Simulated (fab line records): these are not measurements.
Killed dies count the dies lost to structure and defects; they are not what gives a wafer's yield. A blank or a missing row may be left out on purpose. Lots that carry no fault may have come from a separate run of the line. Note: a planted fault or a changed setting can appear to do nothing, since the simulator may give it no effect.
What tool caused it? || flow nand_harc || 12 lots with 34 wafers sampled at 4 steps, on a route of 1302 steps

== WHAT THE GAUGES SHOWED, per wafer ==
The record lacks any reading of a measuring or inspecting step that a usual standard deviation could be used to judge.

== WHICH TOOL RAN EACH LOT (tool, then ch and the chambers of the sampled wafers, then the start) ==
{"lot": "L392", "NHARC_P_ZERO_WELL_ETCH_63": "rie_si-01 ch 0,1,2, day 2 07:32", "NHARC_P_ZERO_WELL_DESCUM_54": "rie_diel-12 ch 0,1,2, day 2 11:47", "NHARC_P_ZERO_WELL_RTA_42": "rtp_anneal-01 ch 0, day 2 12:46", "NHARC_P_STI_DESCUM_14": "rie_diel-01 ch 0,1,3, day 3 04:17"}
{"lot": "L393", "NHARC_P_ZERO_WELL_ETCH_63": "rie_si-06 ch 0,2,3, day 2 17:44", "NHARC_P_ZERO_WELL_DESCUM_54": "rie_diel-03 ch 0,1,3, day 2 21:50", "NHARC_P_ZERO_WELL_RTA_42": "rtp_anneal-01 ch 0, day 2 22:47", "NHARC_P_STI_DESCUM_14": "rie_diel-01 ch 0,1,3, day 3 15:55"}
{"lot": "L394", "NHARC_P_ZERO_WELL_ETCH_63": "rie_si-01 ch 1,2,3, day 3 03:47", "NHARC_P_ZERO_WELL_DESCUM_54": "rie_diel-13 ch 1,2, day 3 07:52", "NHARC_P_ZERO_WELL_RTA_42": "rtp_anneal-02 ch 0, day 3 09:06", "NHARC_P_STI_DESCUM_14": "rie_diel-11 ch 0,2, day 4 02:28"}
{"lot": "L396", "NHARC_P_ZERO_WELL_ETCH_63": "rie_si-02 ch 1,2,3, day 3 23:43", "NHARC_P_ZERO_WELL_DESCUM_54": "rie_diel-03 ch 0,1, day 4 03:50", "NHARC_P_ZERO_WELL_RTA_42": "rtp_anneal-02 ch 0, day 4 05:01", "NHARC_P_STI_DESCUM_14": "rie_diel-11 ch 0,1, day 4 22:14"}
{"lot": "L398", "NHARC_P_ZERO_WELL_ETCH_63": "rie_si-06 ch 2,3, day 4 22:35", "NHARC_P_ZERO_WELL_DESCUM_54": "rie_diel-13 ch 0,1,2, day 5 03:04", "NHARC_P_ZERO_WELL_RTA_42": "rtp_anneal-02 ch 0, day 5 04:14", "NHARC_P_STI_DESCUM_14": "rie_diel-11 ch 0,2,3, day 5 20:50"}
{"lot": "L402", "NHARC_P_ZERO_WELL_ETCH_63": "rie_si-02 ch 0,2, day 6 11:41", "NHARC_P_ZERO_WELL_DESCUM_54": "rie_diel-13 ch 0,3, day 6 15:55", "NHARC_P_ZERO_WELL_RTA_42": "rtp_anneal-02 ch 0, day 6 17:28", "NHARC_P_STI_DESCUM_14": "rie_diel-01 ch 1,3, day 7 09:17"}
{"lot": "L403", "NHARC_P_ZERO_WELL_ETCH_63": "rie_si-02 ch 1,2, day 6 21:40", "NHARC_P_ZERO_WELL_DESCUM_54": "rie_diel-03 ch 1,3, day 7 01:55", "NHARC_P_ZERO_WELL_RTA_42": "rtp_anneal-02 ch 0, day 7 03:00", "NHARC_P_STI_DESCUM_14": "rie_diel-11 ch 0,1, day 7 19:17"}
{"lot": "L406", "NHARC_P_ZERO_WELL_ETCH_63": "rie_si-01 ch 1,2,3, day 8 03:34", "NHARC_P_ZERO_WELL_DESCUM_54": "rie_diel-12 ch 0,3, day 8 07:49", "NHARC_P_ZERO_WELL_RTA_42": "rtp_anneal-02 ch 0, day 8 09:08", "NHARC_P_STI_DESCUM_14": "rie_diel-07 ch 1,2, day 9 01:42"}
{"lot": "L408", "NHARC_P_ZERO_WELL_ETCH_63": "rie_si-01 ch 2,3, day 8 23:32", "NHARC_P_ZERO_WELL_DESCUM_54": "rie_diel-12 ch 0,1,2, day 9 03:48", "NHARC_P_ZERO_WELL_RTA_42": "rtp_anneal-01 ch 0, day 9 04:54", "NHARC_P_STI_DESCUM_14": "rie_diel-07 ch 0,1,3, day 9 20:44"}
{"lot": "L410", "NHARC_P_ZERO_WELL_ETCH_63": "rie_si-01 ch 0,1, day 9 19:38", "NHARC_P_ZERO_WELL_DESCUM_54": "rie_diel-12 ch 1,2,3, day 9 23:53", "NHARC_P_ZERO_WELL_RTA_42": "rtp_anneal-02 ch 0, day 10 00:50", "NHARC_P_STI_DESCUM_14": "rie_diel-11 ch 0,2,3, day 10 18:02"}
{"lot": "L411", "NHARC_P_ZERO_WELL_ETCH_63": "rie_si-06 ch 0,2, day 10 05:41", "NHARC_P_ZERO_WELL_DESCUM_54": "rie_diel-13 ch 0,1,2, day 10 09:58", "NHARC_P_ZERO_WELL_RTA_42": "rtp_anneal-02 ch 0, day 10 11:02", "NHARC_P_STI_DESCUM_14": "rie_diel-07 ch 0,3, day 11 03:35"}
{"lot": "L412", "NHARC_P_ZERO_WELL_ETCH_63": "rie_si-06 ch 0,2,3, day 10 15:48", "NHARC_P_ZERO_WELL_DESCUM_54": "rie_diel-13 ch 0,1, day 10 20:10", "NHARC_P_ZERO_WELL_RTA_42": "rtp_anneal-01 ch 0, day 10 21:21", "NHARC_P_STI_DESCUM_14": "rie_diel-07 ch 0,1,2, day 11 17:55"}
- NHARC_P_ZERO_WELL_ETCH_63: etches the open film in HBr/Cl2, target depth 120 nm, time 40.1 s.
- NHARC_P_ZERO_WELL_DESCUM_54: chemistry O2, time 3 s.
- NHARC_P_ZERO_WELL_RTA_42: time 300 s.
- NHARC_P_STI_DESCUM_14: chemistry O2, time 3 s.

== AS READ BY THE TOOLS THEMSELVES (means over the sampled wafers that have a number; for cases with no such wafer, the mark the record gives instead) ==
NHARC_P_ZERO_WELL_ETCH_63. Usual: drypump_motor_current_A 5.8 A, standard deviation 0.32; oes_product_au 1.002 a.u., standard deviation 0.0063; throttle_valve_pct 26.406 %, standard deviation 0.0096.
{"lot": "L392", "tool": "rie_si-01", "drypump_motor_current_A (A)": 5.7, "oes_product_au (a.u.)": 1.001, "throttle_valve_pct (%)": 26.397, "flag": ""}
{"lot": "L393", "tool": "rie_si-06", "drypump_motor_current_A (A)": 5.8, "oes_product_au (a.u.)": 0.993, "throttle_valve_pct (%)": 26.410, "flag": ""}
{"lot": "L394", "tool": "rie_si-01", "drypump_motor_current_A (A)": 5.8, "oes_product_au (a.u.)": 1.002, "throttle_valve_pct (%)": 26.409, "flag": ""}
{"lot": "L396", "tool": "rie_si-02", "drypump_motor_current_A (A)": 6.1, "oes_product_au (a.u.)": 1.003, "throttle_valve_pct (%)": 26.410, "flag": ""}
{"lot": "L398", "tool": "rie_si-06", "drypump_motor_current_A (A)": 6.1, "oes_product_au (a.u.)": 1.008, "throttle_valve_pct (%)": 26.409, "flag": ""}
{"lot": "L402", "tool": "rie_si-02", "drypump_motor_current_A (A)": 5.8, "oes_product_au (a.u.)": 1.112, "throttle_valve_pct (%)": 26.406, "flag": "OFF"}
{"lot": "L403", "tool": "rie_si-02", "drypump_motor_current_A (A)": 6.1, "oes_product_au (a.u.)": 1.119, "throttle_valve_pct (%)": 26.410, "flag": "OFF"}
{"lot": "L406", "tool": "rie_si-01", "drypump_motor_current_A (A)": 5.9, "oes_product_au (a.u.)": 1.004, "throttle_valve_pct (%)": 26.398, "flag": ""}
{"lot": "L408", "tool": "rie_si-01", "drypump_motor_current_A (A)": 5.8, "oes_product_au (a.u.)": 0.999, "throttle_valve_pct (%)": 26.403, "flag": ""}
{"lot": "L410", "tool": "rie_si-01", "drypump_motor_current_A (A)": 5.6, "oes_product_au (a.u.)": 0.997, "throttle_valve_pct (%)": 26.405, "flag": ""}
{"lot": "L411", "tool": "rie_si-06", "drypump_motor_current_A (A)": 5.8, "oes_product_au (a.u.)": 1.004, "throttle_valve_pct (%)": 26.416, "flag": ""}
{"lot": "L412", "tool": "rie_si-06", "drypump_motor_current_A (A)": 5.8, "oes_product_au (a.u.)": 1.002, "throttle_valve_pct (%)": 26.405, "flag": ""}

NHARC_P_ZERO_WELL_DESCUM_54. Usual: drypump_motor_current_A 6.0 A, standard deviation 0.46; o2_flow_sccm 200.1 sccm, standard deviation 0.58; oes_product_au 0.999 a.u., standard deviation 0.0068; rf_vpp_V 57.6 V, standard deviation 0.99; showerhead_plenum_p_Torr 1.88 Torr, standard deviation 0.068; throttle_valve_pct 11.311 %, standard deviation 0.0094.
{"lot": "L392", "tool": "rie_diel-12", "drypump_motor_current_A (A)": 6.3, "o2_flow_sccm (sccm)": 200.1, "oes_product_au (a.u.)": 1.007, "rf_vpp_V (V)": 57.8, "showerhead_plenum_p_Torr (Torr)": 1.87, "throttle_valve_pct (%)": 11.310, "flag": ""}
{"lot": "L393", "tool": "rie_diel-03", "drypump_motor_current_A (A)": 5.8, "o2_flow_sccm (sccm)": 199.5, "oes_product_au (a.u.)": 1.000, "rf_vpp_V (V)": 57.9, "showerhead_plenum_p_Torr (Torr)": 1.88, "throttle_valve_pct (%)": 11.306, "flag": ""}
{"lot": "L394", "tool": "rie_diel-13", "drypump_motor_current_A (A)": 6.1, "o2_flow_sccm (sccm)": 200.1, "oes_product_au (a.u.)": 1.000, "rf_vpp_V (V)": 57.9, "showerhead_plenum_p_Torr (Torr)": 1.91, "throttle_valve_pct (%)": 11.311, "flag": ""}
{"lot": "L396", "tool": "rie_diel-03", "drypump_motor_current_A (A)": 5.7, "o2_flow_sccm (sccm)": 200.3, "oes_product_au (a.u.)": 0.997, "rf_vpp_V (V)": 58.2, "showerhead_plenum_p_Torr (Torr)": 1.89, "throttle_valve_pct (%)": 11.304, "flag": ""}
{"lot": "L398", "tool": "rie_diel-13", "drypump_motor_current_A (A)": 6.1, "o2_flow_sccm (sccm)": 200.3, "oes_product_au (a.u.)": 0.988, "rf_vpp_V (V)": 58.3, "showerhead_plenum_p_Torr (Torr)": 1.91, "throttle_valve_pct (%)": 11.305, "flag": ""}
{"lot": "L402", "tool": "rie_diel-13", "drypump_motor_current_A (A)": 6.3, "o2_flow_sccm (sccm)": 200.1, "oes_product_au (a.u.)": 0.991, "rf_vpp_V (V)": 58.0, "showerhead_plenum_p_Torr (Torr)": 1.91, "throttle_valve_pct (%)": 11.300, "flag": ""}
{"lot": "L403", "tool": "rie_diel-03", "drypump_motor_current_A (A)": 5.7, "o2_flow_sccm (sccm)": 200.3, "oes_product_au (a.u.)": 0.996, "rf_vpp_V (V)": 58.1, "showerhead_plenum_p_Torr (Torr)": 1.84, "throttle_valve_pct (%)": 11.311, "flag": ""}
{"lot": "L406", "tool": "rie_diel-12", "drypump_motor_current_A (A)": 6.1, "o2_flow_sccm (sccm)": 199.7, "oes_product_au (a.u.)": 1.008, "rf_vpp_V (V)": 57.5, "showerhead_plenum_p_Torr (Torr)": 1.84, "throttle_valve_pct (%)": 11.306, "flag": ""}
{"lot": "L408", "tool": "rie_diel-12", "drypump_motor_current_A (A)": 6.2, "o2_flow_sccm (sccm)": 200.2, "oes_product_au (a.u.)": 1.000, "rf_vpp_V (V)": 57.3, "showerhead_plenum_p_Torr (Torr)": 1.85, "throttle_valve_pct (%)": 11.318, "flag": ""}
{"lot": "L410", "tool": "rie_diel-12", "drypump_motor_current_A (A)": 6.1, "o2_flow_sccm (sccm)": 199.8, "oes_product_au (a.u.)": 0.995, "rf_vpp_V (V)": 57.1, "showerhead_plenum_p_Torr (Torr)": 1.82, "throttle_valve_pct (%)": 11.306, "flag": ""}
{"lot": "L411", "tool": "rie_diel-13", "drypump_motor_current_A (A)": 6.1, "o2_flow_sccm (sccm)": 200.0, "oes_product_au (a.u.)": 1.001, "rf_vpp_V (V)": 57.5, "showerhead_plenum_p_Torr (Torr)": 1.89, "throttle_valve_pct (%)": 11.313, "flag": ""}
{"lot": "L412", "tool": "rie_diel-13", "drypump_motor_current_A (A)": 6.1, "o2_flow_sccm (sccm)": 199.8, "oes_product_au (a.u.)": 1.003, "rf_vpp_V (V)": 56.9, "showerhead_plenum_p_Torr (Torr)": 1.89, "throttle_valve_pct (%)": 11.324, "flag": ""}

NHARC_P_ZERO_WELL_RTA_42. Usual: lamp_power_pct 36.7 %, standard deviation 1.9; lamp_zone_2_pct 36.7 %, standard deviation 1.9; wafer_temp_C_max 1104.1, standard deviation 1.6.
{"lot": "L392", "tool": "rtp_anneal-01", "lamp_power_pct (%)": 34.8, "lamp_zone_2_pct (%)": 34.8, "wafer_temp_C_max": 1102.6, "flag": ""}
{"lot": "L393", "tool": "rtp_anneal-01", "lamp_power_pct (%)": 34.7, "lamp_zone_2_pct (%)": 34.8, "wafer_temp_C_max": 1102.9, "flag": ""}
{"lot": "L394", "tool": "rtp_anneal-02", "lamp_power_pct (%)": 38.6, "lamp_zone_2_pct (%)": 38.6, "wafer_temp_C_max": 1104.6, "flag": ""}
{"lot": "L396", "tool": "rtp_anneal-02", "lamp_power_pct (%)": 38.6, "lamp_zone_2_pct (%)": 38.6, "wafer_temp_C_max": 1105.0, "flag": ""}
{"lot": "L398", "tool": "rtp_anneal-02", "lamp_power_pct (%)": 38.6, "lamp_zone_2_pct (%)": 38.6, "wafer_temp_C_max": 1105.2, "flag": ""}
{"lot": "L402", "tool": "rtp_anneal-02", "lamp_power_pct (%)": 38.6, "lamp_zone_2_pct (%)": 38.7, "wafer_temp_C_max": 1105.3, "flag": ""}
{"lot": "L403", "tool": "rtp_anneal-02", "lamp_power_pct (%)": 38.6, "lamp_zone_2_pct (%)": 38.6, "wafer_temp_C_max": 1104.6, "flag": ""}
{"lot": "L406", "tool": "rtp_anneal-02", "lamp_power_pct (%)": 38.6, "lamp_zone_2_pct (%)": 38.6, "wafer_temp_C_max": 1105.0, "flag": ""}
{"lot": "L408", "tool": "rtp_anneal-01", "lamp_power_pct (%)": 34.8, "lamp_zone_2_pct (%)": 34.8, "wafer_temp_C_max": 1102.3, "flag": ""}
{"lot": "L410", "tool": "rtp_anneal-02", "lamp_power_pct (%)": 38.6, "lamp_zone_2_pct (%)": 38.6, "wafer_temp_C_max": 1105.3, "flag": ""}
{"lot": "L411", "tool": "rtp_anneal-02", "lamp_power_pct (%)": 38.6, "lamp_zone_2_pct (%)": 38.6, "wafer_temp_C_max": 1106.0, "flag": ""}
{"lot": "L412", "tool": "rtp_anneal-01", "lamp_power_pct (%)": 34.8, "lamp_zone_2_pct (%)": 34.8, "wafer_temp_C_max": 1102.5, "flag": ""}

NHARC_P_STI_DESCUM_14. Usual: drypump_motor_current_A 5.7 A, standard deviation 0.49; o2_flow_sccm 200.0 sccm, standard deviation 0.63; oes_product_au 0.998 a.u., standard deviation 0.0082; rf_vpp_V 57.9 V, standard deviation 0.92; showerhead_plenum_p_Torr 1.94 Torr, standard deviation 0.09; throttle_valve_pct 11.311 %, standard deviation 0.0093.
{"lot": "L392", "tool": "rie_diel-01", "drypump_motor_current_A (A)": 5.8, "o2_flow_sccm (sccm)": 199.6, "oes_product_au (a.u.)": 0.990, "rf_vpp_V (V)": 57.2, "showerhead_plenum_p_Torr (Torr)": 1.95, "throttle_valve_pct (%)": 11.315, "flag": ""}
{"lot": "L393", "tool": "rie_diel-01", "drypump_motor_current_A (A)": 5.8, "o2_flow_sccm (sccm)": 200.3, "oes_product_au (a.u.)": 1.005, "rf_vpp_V (V)": 57.5, "showerhead_plenum_p_Torr (Torr)": 1.94, "throttle_valve_pct (%)": 11.311, "flag": ""}
{"lot": "L394", "tool": "rie_diel-11", "drypump_motor_current_A (A)": 6.1, "o2_flow_sccm (sccm)": 200.1, "oes_product_au (a.u.)": 0.994, "rf_vpp_V (V)": 57.4, "showerhead_plenum_p_Torr (Torr)": 1.87, "throttle_valve_pct (%)": 11.314, "flag": ""}
{"lot": "L396", "tool": "rie_diel-11", "drypump_motor_current_A (A)": 6.0, "o2_flow_sccm (sccm)": 200.0, "oes_product_au (a.u.)": 0.997, "rf_vpp_V (V)": 56.1, "showerhead_plenum_p_Torr (Torr)": 1.85, "throttle_valve_pct (%)": 11.304, "flag": ""}
{"lot": "L398", "tool": "rie_diel-11", "drypump_motor_current_A (A)": 5.9, "o2_flow_sccm (sccm)": 199.8, "oes_product_au (a.u.)": 0.997, "rf_vpp_V (V)": 58.4, "showerhead_plenum_p_Torr (Torr)": 1.92, "throttle_valve_pct (%)": 11.319, "flag": ""}
{"lot": "L402", "tool": "rie_diel-01", "drypump_motor_current_A (A)": 6.0, "o2_flow_sccm (sccm)": 199.4, "oes_product_au (a.u.)": 0.996, "rf_vpp_V (V)": 57.5, "showerhead_plenum_p_Torr (Torr)": 1.96, "throttle_valve_pct (%)": 11.321, "flag": ""}
{"lot": "L403", "tool": "rie_diel-11", "drypump_motor_current_A (A)": 5.8, "o2_flow_sccm (sccm)": 200.2, "oes_product_au (a.u.)": 0.999, "rf_vpp_V (V)": 58.0, "showerhead_plenum_p_Torr (Torr)": 1.89, "throttle_valve_pct (%)": 11.319, "flag": ""}
{"lot": "L406", "tool": "rie_diel-07", "drypump_motor_current_A (A)": 6.1, "o2_flow_sccm (sccm)": 199.8, "oes_product_au (a.u.)": 1.005, "rf_vpp_V (V)": 58.5, "showerhead_plenum_p_Torr (Torr)": 1.87, "throttle_valve_pct (%)": 11.300, "flag": ""}
{"lot": "L408", "tool": "rie_diel-07", "drypump_motor_current_A (A)": 5.7, "o2_flow_sccm (sccm)": 200.1, "oes_product_au (a.u.)": 1.005, "rf_vpp_V (V)": 57.4, "showerhead_plenum_p_Torr (Torr)": 1.95, "throttle_valve_pct (%)": 11.313, "flag": ""}
{"lot": "L410", "tool": "rie_diel-11", "drypump_motor_current_A (A)": 5.9, "o2_flow_sccm (sccm)": 199.4, "oes_product_au (a.u.)": 0.993, "rf_vpp_V (V)": 57.3, "showerhead_plenum_p_Torr (Torr)": 1.92, "throttle_valve_pct (%)": 11.307, "flag": ""}
{"lot": "L411", "tool": "rie_diel-07", "drypump_motor_current_A (A)": 5.8, "o2_flow_sccm (sccm)": 200.5, "oes_product_au (a.u.)": 0.991, "rf_vpp_V (V)": 59.2, "showerhead_plenum_p_Torr (Torr)": 2.01, "throttle_valve_pct (%)": 11.318, "flag": ""}
{"lot": "L412", "tool": "rie_diel-07", "drypump_motor_current_A (A)": 5.5, "o2_flow_sccm (sccm)": 199.6, "oes_product_au (a.u.)": 0.999, "rf_vpp_V (V)": 57.1, "showerhead_plenum_p_Torr (Torr)": 1.95, "throttle_valve_pct (%)": 11.308, "flag": ""}

== THE ANSWER, worked out from the rows above alone ==
Rule: a lot counts as off when the mean over its wafers that have a number is more than 3 standard deviations away from the usual mean. A lot without any number at a reading at which 4 lots or more have one is off too. All remaining lots with rows at the step are treated as sound. The gauges are gone through in route order, then the tools' own readings, and for those a lot's mean is taken as printed above. At the first step where some lot is off, the reading lying furthest off is the one used; lots without a number count as furthest.
Off, at NHARC_P_ZERO_WELL_ETCH_63 on oes_product_au: L402, L403.
A tool fits if, at that step or a process step before it, it ran every lot that is off, and no sound lot after the first of them. One fits: rie_si-02 at NHARC_P_ZERO_WELL_ETCH_63. Its last sound lot is L396 (day 3 23:43), its first lot that is off L402 (day 6 11:41): a fault that began between those two fits.
The tool's own readings at NHARC_P_ZERO_WELL_ETCH_63 bear it out: on the lots that are off they differ by more than 5 times the standard deviation of the sound lots' means. oes_product_au reads 1.115 a.u. there against 1.001 a.u. on the sound lots.

== WHAT THE SIMULATOR HAD PUT IN ==
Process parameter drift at NHARC_P_ZERO_WELL_ETCH_63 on rie_si-02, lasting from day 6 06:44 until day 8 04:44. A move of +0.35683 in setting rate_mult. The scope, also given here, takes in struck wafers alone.
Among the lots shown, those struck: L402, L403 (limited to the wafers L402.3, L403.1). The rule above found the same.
